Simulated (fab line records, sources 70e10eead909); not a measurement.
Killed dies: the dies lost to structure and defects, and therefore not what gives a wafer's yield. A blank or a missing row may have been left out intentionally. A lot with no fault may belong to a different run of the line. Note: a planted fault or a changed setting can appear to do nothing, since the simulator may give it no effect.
Chamber matching :: flow nand-harc :: ald-hk-02 running NHARC_A_CHANNEL_FILL_D1_ALD_16: 4 sister chambers
The step deposits SiO2, target thk 1.5 nm, pulse time 10 s, ald cycles 15. 8 wafers are shown with their chamber, then 8 later ones without.

## EACH WAFER AND ITS CHAMBER
wafer: L086.2
chamber: 2
heater-power-w (W): 515
precursor-pulse-height-rel: 0.966

wafer: L086.5
chamber: 2
heater-power-w (W): 500
precursor-pulse-height-rel: 0.998

wafer: L086.3
chamber: 0
heater-power-w (W): 515
precursor-pulse-height-rel: 0.977

wafer: L086.6
chamber: 1
heater-power-w (W): 468
precursor-pulse-height-rel: 1.007

wafer: L088.2
chamber: 3
heater-power-w (W): 416
precursor-pulse-height-rel: 0.998

wafer: L088.4
chamber: 1
heater-power-w (W): 471
precursor-pulse-height-rel: 0.998

wafer: L088.6
chamber: 3
heater-power-w (W): 422
precursor-pulse-height-rel: 0.996

wafer: L088.1
chamber: 0
heater-power-w (W): 531
precursor-pulse-height-rel: 0.985

## WAFERS MISSING THEIR CHAMBER
wafer: L088.3
heater-power-w (W): 513
precursor-pulse-height-rel: 0.992

wafer: L088.5
heater-power-w (W): 523
precursor-pulse-height-rel: 1.021

wafer: L095.3
heater-power-w (W): 478
precursor-pulse-height-rel: 0.990

wafer: L095.4
heater-power-w (W): 426
precursor-pulse-height-rel: 1.013

wafer: L095.5
heater-power-w (W): 503
precursor-pulse-height-rel: 1.009

wafer: L096.3
heater-power-w (W): 441
precursor-pulse-height-rel: 0.983

wafer: L096.4
heater-power-w (W): 510
precursor-pulse-height-rel: 0.980

wafer: L096.6
heater-power-w (W): 420
precursor-pulse-height-rel: 0.984

## THE CHAMBER EACH PASSED THROUGH
wafer: L088.3
from the rows above: can't be placed: 2 or 0
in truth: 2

wafer: L088.5
from the rows above: can't be placed: 0 or 2
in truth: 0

wafer: L095.3
from the rows above: 1
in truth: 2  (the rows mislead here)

wafer: L095.4
from the rows above: 3
in truth: 3

wafer: L095.5
from the rows above: can't be placed: 2 or 0 or 1
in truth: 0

wafer: L096.3
from the rows above: can't be placed: 3 or 1
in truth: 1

wafer: L096.4
from the rows above: can't be placed: 2 or 0
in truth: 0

wafer: L096.6
from the rows above: 3
in truth: 3
2 of 8 placed correctly. Not placeable from these rows: 5 (in 5, the candidates include the true chamber). Number placed wrongly: 1.
How it was worked out, from the rows above alone: a wafer's distance from a chamber is the root of the sum, over the readings, of the square of ((its reading less the chamber's mean) divided by the reading's scatter). The wafer belongs to the nearest chamber; if the next one is less than 2 further off, it can't be placed. The mean given for a chamber averages the wafers shown for that chamber. How the scatter is found: for the shown wafers, subtract from each reading the mean of its chamber, square and add these, divide the total by (wafers less chambers), then take the root.
